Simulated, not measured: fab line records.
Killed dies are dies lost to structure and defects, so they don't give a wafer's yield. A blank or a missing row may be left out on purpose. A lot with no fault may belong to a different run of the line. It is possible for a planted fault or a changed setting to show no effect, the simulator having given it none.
fab line records :: flow nand-harc
[record]
  lots = 6
  wafers = 18
  last-day = 32
route steps=1302 shown A_CHANNEL_FILL_D2@612
lots with no fault: from the same line, run without faults
start-h: hours from the record's opening day to when the first of the lot's shown wafers began :: wait-h: time in hours since the lot's previous step :: " unchanged from the row above :: L1.1+2: several wafers, shown together as one row :: - value missing, or start not given :: * or withheld: withheld :: < > ~ a bound
route shown NAME@n: names a module that has steps shown in the file, with the first one's number in the route :: usual: the fault-free wafers' mean and standard deviation :: same: alike in all rows :: chamber/n: place in a boat :: sites: the reading at each site :: _std_site: their standard deviation :: _edge_site: the outer-site mean with the inner-site mean subtracted :: radius-mm: how far each site lies from the wafer's centre :: mask NAME#n: copy n :: behind: the last tool/chamber to shape the wafer :: hold: why the lot was held/for how many hours/how that ended :: device: the transistor (n, p or np) that didn't switch :: end of line: tests run on the same wafers once the route is complete :: a step given without rows: its recipe and nothing more :: killed: dies lost to structure and defects at the first sort, not the wafer's yield :: map: dies across one wafer; x = killed, . = not, _ = none there
set.NAME: the setting the step ran with; set.NAME@STEP: the setting that earlier step ran with :: model.NAME: the simulator's own value behind a step, which no gauge read
certain route steps with their lots: each step a table, each wafer a row
services: a tool's chamber out of use, with start hour (start-h, from the record's first day; less than 0 if before it), hours out, and reason
[[steps]]
[step NHARC_A_CHANNEL_FILL_D2_ALD_02]
[recipe]
  target-thk-a = 60
  pulse-time-s = 10
  ald-cycles = 60
  temp-c = 300
  material = SiO2
[usual]
  heater-power-w = 456/40
  precursor-pulse-height-rel = 1.000/0.021
lot.wafer: L549.3
tool: ald-hk-04
chamber: 2
start-h: 355.08
wait-h: -
heater-power-w: 501
precursor-pulse-height-rel: 0.977
since-wet-clean-h: 90

lot.wafer: L549.4
tool: ald-hk-04
chamber: 3
start-h: 355.08
wait-h: -
heater-power-w: 399
precursor-pulse-height-rel: 0.984
since-wet-clean-h: 90

lot.wafer: L549.5
tool: ald-hk-04
chamber: 3
start-h: 355.08
wait-h: -
heater-power-w: 394
precursor-pulse-height-rel: 1.010
since-wet-clean-h: -

lot.wafer: L552.3
tool: ald-hk-01
chamber: 2
start-h: 394.72
wait-h: -
heater-power-w: 381
precursor-pulse-height-rel: 0.982
since-wet-clean-h: 83

lot.wafer: L552.6
tool: ald-hk-01
chamber: 2
start-h: 394.72
wait-h: -
heater-power-w: 387
precursor-pulse-height-rel: 0.997
since-wet-clean-h: -

lot.wafer: L552.5
tool: ald-hk-01
chamber: 3
start-h: 394.72
wait-h: -
heater-power-w: 430
precursor-pulse-height-rel: 0.982
since-wet-clean-h: -

lot.wafer: L553.1
tool: ald-hk-01
chamber: 3
start-h: 399.95
wait-h: -
heater-power-w: 442
precursor-pulse-height-rel: 1.057
since-wet-clean-h: 88

lot.wafer: L553.3
tool: ald-hk-01
chamber: 0
start-h: 399.95
wait-h: -
heater-power-w: 468
precursor-pulse-height-rel: 0.963
since-wet-clean-h: 88

lot.wafer: L553.6
tool: ald-hk-01
chamber: 0
start-h: 399.95
wait-h: -
heater-power-w: 461
precursor-pulse-height-rel: 1.019
since-wet-clean-h: -

lot.wafer: L554.1
tool: ald-hk-01
chamber: 1
start-h: 401.55
wait-h: -
heater-power-w: 510
precursor-pulse-height-rel: 1.008
since-wet-clean-h: 89

lot.wafer: L554.6
tool: ald-hk-01
chamber: 3
start-h: 401.55
wait-h: -
heater-power-w: 440
precursor-pulse-height-rel: 0.982
since-wet-clean-h: -

lot.wafer: L554.5
tool: ald-hk-01
chamber: 0
start-h: 401.55
wait-h: -
heater-power-w: 461
precursor-pulse-height-rel: 1.019
since-wet-clean-h: -

lot.wafer: L563.4
tool: ald-hk-03
chamber: 0
start-h: 481.79
wait-h: -
heater-power-w: 491
precursor-pulse-height-rel: 0.990
since-wet-clean-h: 82

lot.wafer: L563.1
tool: ald-hk-03
chamber: 1
start-h: 481.79
wait-h: -
heater-power-w: 485
precursor-pulse-height-rel: 0.991
since-wet-clean-h: 82

lot.wafer: L563.5
tool: ald-hk-03
chamber: 2
start-h: 481.79
wait-h: -
heater-power-w: 464
precursor-pulse-height-rel: 0.991
since-wet-clean-h: -

lot.wafer: L565.1
tool: ald-hk-03
chamber: 0
start-h: 513.51
wait-h: -
heater-power-w: 487
precursor-pulse-height-rel: 0.983
since-wet-clean-h: 114

lot.wafer: L565.4
tool: ald-hk-03
chamber: 2
start-h: 513.51
wait-h: -
heater-power-w: 464
precursor-pulse-height-rel: 0.977
since-wet-clean-h: 114

lot.wafer: L565.5
tool: ald-hk-03
chamber: 1
start-h: 513.51
wait-h: -
heater-power-w: 505
precursor-pulse-height-rel: 0.992
since-wet-clean-h: -
[step NHARC_A_CHANNEL_FILL_D2_ALD_03]
[recipe]
  target-thk-a = 60
  pulse-time-s = 60
  ald-cycles = 58
  temp-c = 630
  pressure-torr = 2
  material = SiNx
[usual]
  precursor-pulse-height-rel = 1.001/0.021
lot.wafer: L549.3
tool: ald-sin-batch-01
chamber: 0
start-h: -
wait-h: -
precursor-pulse-height-rel: 0.989

lot.wafer: L549.4
tool: ald-sin-batch-01
chamber: 0
start-h: -
wait-h: -
precursor-pulse-height-rel: 1.013

lot.wafer: L549.5
tool: ald-sin-batch-01
chamber: 0
start-h: -
wait-h: -
precursor-pulse-height-rel: 0.971

lot.wafer: L552.3
tool: ald-sin-batch-02
chamber: 0
start-h: -
wait-h: -
precursor-pulse-height-rel: 1.016

lot.wafer: L552.5
tool: ald-sin-batch-02
chamber: 0
start-h: -
wait-h: -
precursor-pulse-height-rel: 1.013

lot.wafer: L552.6
tool: ald-sin-batch-02
chamber: 0
start-h: -
wait-h: -
precursor-pulse-height-rel: 1.015

lot.wafer: L553.1
tool: ald-sin-batch-02
chamber: 0
start-h: -
wait-h: -
precursor-pulse-height-rel: 1.010

lot.wafer: L553.3
tool: ald-sin-batch-02
chamber: 0
start-h: -
wait-h: -
precursor-pulse-height-rel: 1.005

lot.wafer: L553.6
tool: ald-sin-batch-02
chamber: 0
start-h: -
wait-h: -
precursor-pulse-height-rel: 0.959

lot.wafer: L554.1
tool: ald-sin-batch-02
chamber: 0
start-h: -
wait-h: -
precursor-pulse-height-rel: 1.018

lot.wafer: L554.5
tool: ald-sin-batch-02
chamber: 0
start-h: -
wait-h: -
precursor-pulse-height-rel: 1.031

lot.wafer: L554.6
tool: ald-sin-batch-02
chamber: 0
start-h: -
wait-h: -
precursor-pulse-height-rel: 0.997

lot.wafer: L563.1
tool: ald-sin-batch-01
chamber: 0
start-h: -
wait-h: -
precursor-pulse-height-rel: 0.993

lot.wafer: L563.4
tool: ald-sin-batch-01
chamber: 0
start-h: -
wait-h: -
precursor-pulse-height-rel: 0.969

lot.wafer: L563.5
tool: ald-sin-batch-01
chamber: 0
start-h: -
wait-h: -
precursor-pulse-height-rel: 0.995

lot.wafer: L565.1
tool: ald-sin-batch-02
chamber: 0
start-h: -
wait-h: -
precursor-pulse-height-rel: 1.006

lot.wafer: L565.4
tool: ald-sin-batch-02
chamber: 0
start-h: -
wait-h: -
precursor-pulse-height-rel: 1.028

lot.wafer: L565.5
tool: ald-sin-batch-02
chamber: 0
start-h: -
wait-h: -
precursor-pulse-height-rel: 1.010
[step NHARC_A_CHANNEL_FILL_D2_ALD_14]
[recipe]
  target-thk-a = 25
  pulse-time-s = 10
  ald-cycles = 25
  temp-c = 300
  material = SiO2
[step NHARC_A_CHANNEL_FILL_D2_ALD_15]
[recipe]
  target-thk-a = 20
  pulse-time-s = 60
  ald-cycles = 19
  temp-c = 630
  pressure-torr = 2
  material = SiNx
[usual]
  precursor-pulse-height-rel = 1.001/0.021
lot.wafer: L549.3
tool: ald-sin-batch-01
chamber: 0
start-h: -
wait-h: -
precursor-pulse-height-rel: 1.026

lot.wafer: L549.4
tool: ald-sin-batch-01
chamber: 0
start-h: -
wait-h: -
precursor-pulse-height-rel: 1.013

lot.wafer: L549.5
tool: ald-sin-batch-01
chamber: 0
start-h: -
wait-h: -
precursor-pulse-height-rel: 0.994

lot.wafer: L552.3
tool: ald-sin-batch-01
chamber: 0
start-h: -
wait-h: -
precursor-pulse-height-rel: 1.008

lot.wafer: L552.5
tool: ald-sin-batch-01
chamber: 0
start-h: -
wait-h: -
precursor-pulse-height-rel: 1.004

lot.wafer: L552.6
tool: ald-sin-batch-01
chamber: 0
start-h: -
wait-h: -
precursor-pulse-height-rel: 1.047

lot.wafer: L553.1
tool: ald-sin-batch-02
chamber: 0
start-h: -
wait-h: -
precursor-pulse-height-rel: 0.996

lot.wafer: L553.3
tool: ald-sin-batch-02
chamber: 0
start-h: -
wait-h: -
precursor-pulse-height-rel: 0.962

lot.wafer: L553.6
tool: ald-sin-batch-02
chamber: 0
start-h: -
wait-h: -
precursor-pulse-height-rel: 1.012

lot.wafer: L554.1
tool: ald-sin-batch-02
chamber: 0
start-h: -
wait-h: -
precursor-pulse-height-rel: 1.044

lot.wafer: L554.5
tool: ald-sin-batch-02
chamber: 0
start-h: -
wait-h: -
precursor-pulse-height-rel: 0.972

lot.wafer: L554.6
tool: ald-sin-batch-02
chamber: 0
start-h: -
wait-h: -
precursor-pulse-height-rel: 1.009

lot.wafer: L563.1
tool: ald-sin-batch-01
chamber: 0
start-h: -
wait-h: -
precursor-pulse-height-rel: 0.984

lot.wafer: L563.4
tool: ald-sin-batch-01
chamber: 0
start-h: -
wait-h: -
precursor-pulse-height-rel: 0.979

lot.wafer: L563.5
tool: ald-sin-batch-01
chamber: 0
start-h: -
wait-h: -
precursor-pulse-height-rel: 0.983

lot.wafer: L565.1
tool: ald-sin-batch-03
chamber: 0
start-h: -
wait-h: -
precursor-pulse-height-rel: 1.003

lot.wafer: L565.4
tool: ald-sin-batch-03
chamber: 0
start-h: -
wait-h: -
precursor-pulse-height-rel: 1.003

lot.wafer: L565.5
tool: ald-sin-batch-03
chamber: 0
start-h: -
wait-h: -
precursor-pulse-height-rel: 0.994
[step NHARC_A_CHANNEL_FILL_D2_ALD_16]
[recipe]
  target-thk-a = 15
  pulse-time-s = 10
  ald-cycles = 15
  temp-c = 300
  material = SiO2
[step NHARC_A_CHANNEL_FILL_D2_ANNEAL_17]
[recipe]
  temp-c = 850
  time-s = 1800
[step NHARC_A_CHANNEL_FILL_D2_CVD_18]
[recipe]
  target-thk-a = 30
  temp-c = 550
  material = poly-Si
[step NHARC_A_CHANNEL_FILL_D2_ETCHBACK_19]
[recipe]
  target-depth-a = 50
  time-s = 1.7
  hbr-flow-sccm = 150
  cl2-flow-sccm = 50
  rf-w = 400
  icp-w = 400
  bias-w = 100
  chemistry = HBr/Cl2
[usual]
  drypump-motor-current-A = 5.8/0.44
  oes-product-au = 0.995/0.01
  throttle-valve-pct = 26.405/0.0087
[same]
  time-s = 1.7
lot.wafer: L549.4
tool: rie-si-03
chamber: 3
start-h: 379.08
wait-h: 0.4
drypump-motor-current-A: 5.7
oes-product-au: 1.010
rf-hours-counter-h: 0.94
throttle-valve-pct: 26.407

lot.wafer: L549.3
tool: rie-si-03
chamber: 0
start-h: 379.08
wait-h: 0.4
drypump-motor-current-A: 6.8
oes-product-au: 0.975
rf-hours-counter-h: 0.85
throttle-valve-pct: 26.410

lot.wafer: L549.5
tool: rie-si-03
chamber: 1
start-h: 379.08
wait-h: 0.4
drypump-motor-current-A: 6.1
oes-product-au: 0.994
rf-hours-counter-h: -
throttle-valve-pct: 26.413

lot.wafer: L552.3
tool: rie-si-05
chamber: 1
start-h: 418.77
wait-h: 0.4
drypump-motor-current-A: 5.8
oes-product-au: 1.000
rf-hours-counter-h: 0.65
throttle-valve-pct: 26.410

lot.wafer: L552.6
tool: rie-si-05
chamber: 2
start-h: 418.77
wait-h: 0.4
drypump-motor-current-A: 5.3
oes-product-au: 1.010
rf-hours-counter-h: -
throttle-valve-pct: 26.391

lot.wafer: L552.5
tool: rie-si-05
chamber: 3
start-h: 418.77
wait-h: 0.4
drypump-motor-current-A: 5.5
oes-product-au: 0.998
rf-hours-counter-h: -
throttle-valve-pct: 26.419

lot.wafer: L553.1
tool: rie-si-05
chamber: 2
start-h: 425.15
wait-h: 0.4
drypump-motor-current-A: 5.3
oes-product-au: 0.991
rf-hours-counter-h: 0.82
throttle-valve-pct: 26.414

lot.wafer: L553.3
tool: rie-si-05
chamber: 0
start-h: 425.15
wait-h: 0.4
drypump-motor-current-A: 6.0
oes-product-au: 0.989
rf-hours-counter-h: 0.72
throttle-valve-pct: 26.397

lot.wafer: L553.6
tool: rie-si-05
chamber: 2
start-h: 425.15
wait-h: 0.4
drypump-motor-current-A: 5.3
oes-product-au: 0.988
rf-hours-counter-h: -
throttle-valve-pct: 26.409

lot.wafer: L554.1
tool: rie-si-01
chamber: 0
start-h: 425.18
wait-h: 0.4
drypump-motor-current-A: 5.8
oes-product-au: 0.987
rf-hours-counter-h: 0.32
throttle-valve-pct: 26.417

lot.wafer: L554.5
tool: rie-si-01
chamber: 2
start-h: 425.18
wait-h: 0.4
drypump-motor-current-A: 5.7
oes-product-au: 0.999
rf-hours-counter-h: -
throttle-valve-pct: 26.396

lot.wafer: L554.6
tool: rie-si-01
chamber: 3
start-h: 425.18
wait-h: 0.4
drypump-motor-current-A: 5.4
oes-product-au: 1.000
rf-hours-counter-h: -
throttle-valve-pct: 26.398

lot.wafer: L563.1
tool: rie-si-01
chamber: 0
start-h: 510.86
wait-h: 0.4
drypump-motor-current-A: 5.8
oes-product-au: 0.988
rf-hours-counter-h: 0.75
throttle-valve-pct: 26.415

lot.wafer: L563.4
tool: rie-si-01
chamber: 1
start-h: 510.86
wait-h: 0.4
drypump-motor-current-A: 6.1
oes-product-au: 0.989
rf-hours-counter-h: 0.71
throttle-valve-pct: 26.404

lot.wafer: L563.5
tool: rie-si-01
chamber: 0
start-h: 510.86
wait-h: 0.4
drypump-motor-current-A: 5.9
oes-product-au: 0.978
rf-hours-counter-h: -
throttle-valve-pct: 26.403

lot.wafer: L565.1
tool: rie-si-01
chamber: 3
start-h: 537.61
wait-h: 0.4
drypump-motor-current-A: 5.5
oes-product-au: 1.008
rf-hours-counter-h: 0.97
throttle-valve-pct: 26.419

lot.wafer: L565.4
tool: rie-si-01
chamber: 0
start-h: 537.61
wait-h: 0.4
drypump-motor-current-A: 5.8
oes-product-au: 0.991
rf-hours-counter-h: 0.98
throttle-valve-pct: 26.403

lot.wafer: L565.5
tool: rie-si-01
chamber: 1
start-h: 537.61
wait-h: 0.4
drypump-motor-current-A: 6.1
oes-product-au: 0.979
rf-hours-counter-h: -
throttle-valve-pct: 26.413
[step NHARC_A_CHANNEL_FILL_D2_ETCHBACK_20]
[recipe]
  target-depth-a = 270
  time-s = 13.5
  c4f8-flow-sccm = withheld
  o2-flow-sccm = 8
  ar-flow-sccm = withheld
  rf-w = 600
  bias-w = 1500
  chemistry = C4F8/O2/Ar
[step NHARC_A_CHANNEL_FILL_D2_STRIP_28]
[recipe]
  time-s = 20
  o2-flow-sccm = 500
  ar-flow-sccm = 0
  bias-w = 0
  chemistry = O2
[usual]
  drypump-motor-current-A = 5.9/0.49
  o2-flow-sccm = 500.0/1.5
  oes-product-au = 0.998/0.011
  rf-vpp-V = 58.0/0.9
  showerhead-plenum-p-Torr = 3.55/0.15
  throttle-valve-pct = 17.036/0.0088
[same]
  time-s = 20
lot.wafer: L549.3
tool: rie-diel-06
chamber: 0
start-h: 379.28
wait-h: 0.1
drypump-motor-current-A: 5.9
o2-flow-sccm: 499.6
oes-product-au: 0.985
rf-hours-counter-h: 10
rf-vpp-V: 56.9
showerhead-plenum-p-Torr: 3.59
throttle-valve-pct: 17.051

lot.wafer: L549.4
tool: rie-diel-06
chamber: 1
start-h: 379.28
wait-h: 0.1
drypump-motor-current-A: 5.4
o2-flow-sccm: 500.9
oes-product-au: 0.993
rf-hours-counter-h: 10
rf-vpp-V: 58.4
showerhead-plenum-p-Torr: 3.48
throttle-valve-pct: 17.030

lot.wafer: L549.5
tool: rie-diel-06
chamber: 0
start-h: 379.28
wait-h: 0.1
drypump-motor-current-A: 5.9
o2-flow-sccm: 498.9
oes-product-au: 0.984
rf-hours-counter-h: -
rf-vpp-V: 57.9
showerhead-plenum-p-Torr: 3.59
throttle-valve-pct: 17.051

lot.wafer: L552.3
tool: rie-diel-07
chamber: 1
start-h: 418.97
wait-h: 0.1
drypump-motor-current-A: 5.0
o2-flow-sccm: 498.0
oes-product-au: 1.012
rf-hours-counter-h: 3
rf-vpp-V: 59.4
showerhead-plenum-p-Torr: 3.64
throttle-valve-pct: 17.047

lot.wafer: L552.5
tool: rie-diel-07
chamber: 3
start-h: 418.97
wait-h: 0.1
drypump-motor-current-A: 5.7
o2-flow-sccm: 499.5
oes-product-au: 0.992
rf-hours-counter-h: -
rf-vpp-V: 59.7
showerhead-plenum-p-Torr: 3.59
throttle-valve-pct: 17.041

lot.wafer: L552.6
tool: rie-diel-07
chamber: 0
start-h: 418.97
wait-h: 0.1
drypump-motor-current-A: 5.9
o2-flow-sccm: 500.9
oes-product-au: 0.997
rf-hours-counter-h: -
rf-vpp-V: 59.0
showerhead-plenum-p-Torr: 3.75
throttle-valve-pct: 17.044

lot.wafer: L553.1
tool: rie-diel-06
chamber: 1
start-h: 425.39
wait-h: 0.1
drypump-motor-current-A: 5.4
o2-flow-sccm: 500.6
oes-product-au: 0.999
rf-hours-counter-h: 18
rf-vpp-V: 58.9
showerhead-plenum-p-Torr: 3.48
throttle-valve-pct: 17.038

lot.wafer: L553.3
tool: rie-diel-06
chamber: 2
start-h: 425.39
wait-h: 0.1
drypump-motor-current-A: 5.6
o2-flow-sccm: 500.0
oes-product-au: 0.999
rf-hours-counter-h: 19
rf-vpp-V: 57.8
showerhead-plenum-p-Torr: 3.72
throttle-valve-pct: 17.054

lot.wafer: L553.6
tool: rie-diel-06
chamber: 1
start-h: 425.39
wait-h: 0.1
drypump-motor-current-A: 5.4
o2-flow-sccm: 499.2
oes-product-au: 1.003
rf-hours-counter-h: -
rf-vpp-V: 57.3
showerhead-plenum-p-Torr: 3.48
throttle-valve-pct: 17.046

lot.wafer: L554.1
tool: rie-diel-06
chamber: 1
start-h: 425.44
wait-h: 0.1
drypump-motor-current-A: 5.4
o2-flow-sccm: 502.0
oes-product-au: 0.998
rf-hours-counter-h: 18
rf-vpp-V: 57.1
showerhead-plenum-p-Torr: 3.48
throttle-valve-pct: 17.021

lot.wafer: L554.6
tool: rie-diel-06
chamber: 2
start-h: 425.44
wait-h: 0.1
drypump-motor-current-A: 5.6
o2-flow-sccm: 499.0
oes-product-au: 1.000
rf-hours-counter-h: -
rf-vpp-V: 58.6
showerhead-plenum-p-Torr: 3.72
throttle-valve-pct: 17.018

lot.wafer: L554.5
tool: rie-diel-06
chamber: 3
start-h: 425.44
wait-h: 0.1
drypump-motor-current-A: 5.6
o2-flow-sccm: 497.9
oes-product-au: 0.998
rf-hours-counter-h: -
rf-vpp-V: 58.1
showerhead-plenum-p-Torr: 3.35
throttle-valve-pct: 17.015

lot.wafer: L563.1
tool: rie-diel-06
chamber: 2
start-h: 511.10
wait-h: 0.1
drypump-motor-current-A: 5.6
o2-flow-sccm: 498.2
oes-product-au: 0.994
rf-hours-counter-h: 4
rf-vpp-V: 58.4
showerhead-plenum-p-Torr: 3.72
throttle-valve-pct: 17.064

lot.wafer: L563.4
tool: rie-diel-06
chamber: 1
start-h: 511.10
wait-h: 0.1
drypump-motor-current-A: 5.4
o2-flow-sccm: 498.8
oes-product-au: 0.999
rf-hours-counter-h: -
rf-vpp-V: 56.8
showerhead-plenum-p-Torr: 3.47
throttle-valve-pct: 17.043

lot.wafer: L563.5
tool: rie-diel-06
chamber: 2
start-h: 511.10
wait-h: 0.1
drypump-motor-current-A: 5.6
o2-flow-sccm: 500.5
oes-product-au: 0.997
rf-hours-counter-h: -
rf-vpp-V: 57.5
showerhead-plenum-p-Torr: 3.72
throttle-valve-pct: 17.021

lot.wafer: L565.1
tool: rie-diel-10
chamber: 1
start-h: 537.81
wait-h: 0.1
drypump-motor-current-A: 6.7
o2-flow-sccm: 501.0
oes-product-au: 0.983
rf-hours-counter-h: 3
rf-vpp-V: 57.7
showerhead-plenum-p-Torr: 3.72
throttle-valve-pct: 17.045

lot.wafer: L565.4
tool: rie-diel-10
chamber: 3
start-h: 537.81
wait-h: 0.1
drypump-motor-current-A: 6.3
o2-flow-sccm: 497.8
oes-product-au: 0.992
rf-hours-counter-h: 3
rf-vpp-V: 60.0
showerhead-plenum-p-Torr: 3.67
throttle-valve-pct: 17.038

lot.wafer: L565.5
tool: rie-diel-10
chamber: 0
start-h: 537.81
wait-h: 0.1
drypump-motor-current-A: 6.2
o2-flow-sccm: 500.3
oes-product-au: 1.005
rf-hours-counter-h: -
rf-vpp-V: 58.2
showerhead-plenum-p-Torr: 3.40
throttle-valve-pct: 17.038
[step NHARC_A_CHANNEL_FILL_D2_PRECLEAN_21]
[recipe]
  time-s = 30
  chemistry = dHF
[step NHARC_A_CHANNEL_FILL_D2_SRD_23]
[step NHARC_A_CHANNEL_FILL_D2_CVD_05]
[recipe]
  target-thk-a = 50
  temp-c = 550
  material = poly-Si
[usual]
  spike-tc-bottom-C = 570.8/1.7
  spike-tc-centre-C = 550.6/1.1
  spike-tc-lower-C = 550.2/1.1
lot.wafer: L549.3
tool: lpcvd-poly-01
chamber: 0
start-h: 381.74
wait-h: 2.3
spike-tc-bottom-C: 566.9
spike-tc-centre-C: 550.4
spike-tc-lower-C: 549.3

lot.wafer: L549.4
tool: lpcvd-poly-01
chamber: 0
start-h: 381.74
wait-h: 2.3
spike-tc-bottom-C: 567.8
spike-tc-centre-C: 552.0
spike-tc-lower-C: 548.6

lot.wafer: L549.5
tool: lpcvd-poly-01
chamber: 0
start-h: 381.74
wait-h: 2.3
spike-tc-bottom-C: 569.7
spike-tc-centre-C: 550.7
spike-tc-lower-C: 551.9

lot.wafer: L552.3
tool: lpcvd-poly-02
chamber: -
start-h: 421.54
wait-h: 2.4
spike-tc-bottom-C: -
spike-tc-centre-C: -
spike-tc-lower-C: -

lot.wafer: L552.5
tool: lpcvd-poly-02
chamber: -
start-h: 421.54
wait-h: 2.4
spike-tc-bottom-C: -
spike-tc-centre-C: -
spike-tc-lower-C: -

lot.wafer: L552.6
tool: lpcvd-poly-02
chamber: -
start-h: 421.54
wait-h: 2.4
spike-tc-bottom-C: -
spike-tc-centre-C: -
spike-tc-lower-C: -

lot.wafer: L553.1
tool: lpcvd-poly-04
chamber: -
start-h: 428.32
wait-h: 2.8
spike-tc-bottom-C: -
spike-tc-centre-C: -
spike-tc-lower-C: -

lot.wafer: L553.3
tool: lpcvd-poly-04
chamber: -
start-h: 428.32
wait-h: 2.8
spike-tc-bottom-C: -
spike-tc-centre-C: -
spike-tc-lower-C: -

lot.wafer: L553.6
tool: lpcvd-poly-04
chamber: -
start-h: 428.32
wait-h: 2.8
spike-tc-bottom-C: -
spike-tc-centre-C: -
spike-tc-lower-C: -

lot.wafer: L554.1
tool: lpcvd-poly-04
chamber: 0
start-h: 428.32
wait-h: 2.8
spike-tc-bottom-C: 570.8
spike-tc-centre-C: 549.2
spike-tc-lower-C: 549.7

lot.wafer: L554.5
tool: lpcvd-poly-04
chamber: 0
start-h: 428.32
wait-h: 2.8
spike-tc-bottom-C: 571.2
spike-tc-centre-C: 551.5
spike-tc-lower-C: 547.2

lot.wafer: L554.6
tool: lpcvd-poly-04
chamber: 0
start-h: 428.32
wait-h: 2.8
spike-tc-bottom-C: 571.9
spike-tc-centre-C: 552.8
spike-tc-lower-C: 550.3

lot.wafer: L563.1
tool: lpcvd-poly-04
chamber: 0
start-h: 513.47
wait-h: 2.2
spike-tc-bottom-C: 572.4
spike-tc-centre-C: 550.2
spike-tc-lower-C: 549.0

lot.wafer: L563.4
tool: lpcvd-poly-04
chamber: 0
start-h: 513.47
wait-h: 2.2
spike-tc-bottom-C: 570.3
spike-tc-centre-C: 551.3
spike-tc-lower-C: 549.9

lot.wafer: L563.5
tool: lpcvd-poly-04
chamber: 0
start-h: 513.47
wait-h: 2.2
spike-tc-bottom-C: 571.8
spike-tc-centre-C: 552.2
spike-tc-lower-C: 549.3

lot.wafer: L565.1
tool: lpcvd-poly-04
chamber: 0
start-h: 541.02
wait-h: 3.1
spike-tc-bottom-C: 571.0
spike-tc-centre-C: 551.4
spike-tc-lower-C: 549.8

lot.wafer: L565.4
tool: lpcvd-poly-04
chamber: 0
start-h: 541.02
wait-h: 3.1
spike-tc-bottom-C: 570.3
spike-tc-centre-C: 551.1
spike-tc-lower-C: 550.2

lot.wafer: L565.5
tool: lpcvd-poly-04
chamber: 0
start-h: 541.02
wait-h: 3.1
spike-tc-bottom-C: 571.2
spike-tc-centre-C: 548.9
spike-tc-lower-C: 550.5
[step NHARC_A_CHANNEL_FILL_D2_ANNEAL_22]
[recipe]
  temp-c = 620
  time-s = 7200
[[services]]
tool: ald-sin-batch-01
chamber: -
start-h: 336.11
hours: 1.8
kind: repair

tool: rie-diel-07
chamber: 1
start-h: 346.68
hours: 12.2
kind: repair

tool: rie-si-05
chamber: 1
start-h: 350.34
hours: 8.7
kind: repair

tool: rie-diel-06
chamber: -
start-h: 353.74
hours: 0.5
kind: repair

tool: rie-si-01
chamber: -
start-h: 370.00
hours: 9.0
kind: pm

tool: rie-si-05
chamber: 2
start-h: 382.74
hours: 8.0
kind: repair

tool: rie-diel-10
chamber: 3
start-h: 389.88
hours: 6.5
kind: repair

tool: ald-hk-03
chamber: -
start-h: 390.00
hours: 10.0
kind: pm

tool: rie-si-03
chamber: -
start-h: 398.00
hours: 9.0
kind: pm

tool: rie-si-03
chamber: 1
start-h: 408.27
hours: 1.7
kind: repair

tool: rie-diel-07
chamber: 2
start-h: 413.82
hours: 6.1
kind: repair

tool: lpcvd-poly-02
chamber: -
start-h: 415.53
hours: 3.3
kind: repair

tool: rie-diel-10
chamber: -
start-h: 419.50
hours: 9.0
kind: pm

tool: lpcvd-poly-01
chamber: -
start-h: 420.22
hours: 24.4
kind: repair

tool: rie-diel-10
chamber: 1
start-h: 430.96
hours: 3.3
kind: repair

tool: rie-diel-06
chamber: -
start-h: 440.82
hours: 0.1
kind: repair

tool: rie-diel-06
chamber: -
start-h: 447.57
hours: 5.1
kind: repair

tool: rie-si-05
chamber: 1
start-h: 454.13
hours: 5.7
kind: repair

tool: ald-hk-01
chamber: -
start-h: 480.34
hours: 10.0
kind: pm

tool: rie-si-05
chamber: -
start-h: 482.00
hours: 9.0
kind: pm

tool: rie-diel-06
chamber: -
start-h: 484.20
hours: 9.0
kind: pm

tool: rie-si-05
chamber: 2
start-h: 494.31
hours: 15.5
kind: repair

tool: rie-diel-06
chamber: 3
start-h: 498.17
hours: 35.2
kind: repair

tool: ald-sin-batch-01
chamber: -
start-h: 506.00
hours: 26.0
kind: pm
[[key]]
[first-sign]
  step = NHARC_A_CHANNEL_FILL_D2_CVD_05
  reading = tool-record
  direction = missing
effect none on later readings
met-at NHARC_A_CHANNEL_FILL_D2_CVD_05
struck-wafers L552.3,L552.5,L552.6,L553.1,L553.3,L553.6
later-rows-left-out L552.3,L552.5,L552.6,L553.1,L553.3,L553.6
sort-left-out L552.3,L552.5,L552.6,L553.1,L553.3,L553.6
tester-left-out L552,L553
[fault]
  kind = skipped-step-whole
  tool = lpcvd-poly-02,lpcvd-poly-04
  chamber = -
  onset-h = 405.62
  steps = NHARC_A_CHANNEL_FILL_D2_CVD_05
  scope = struck-lots-only
// tester-left-out: of these lots the tester's yield and bins aren't shown, on N5 and GAA mostly nor the transistor test; their killed dies are dies lost to structure and defects alone, not to doping, threshold or leakage, so they don't give the yield
// sort-left-out: the simulated sort isn't trusted on such a fault, so these wafers' sort isn't shown, and their yield isn't known
// later-rows-left-out: the simulator's readings of these wafers behind a module that went badly wrong aren't trusted and aren't shown, but for the sort
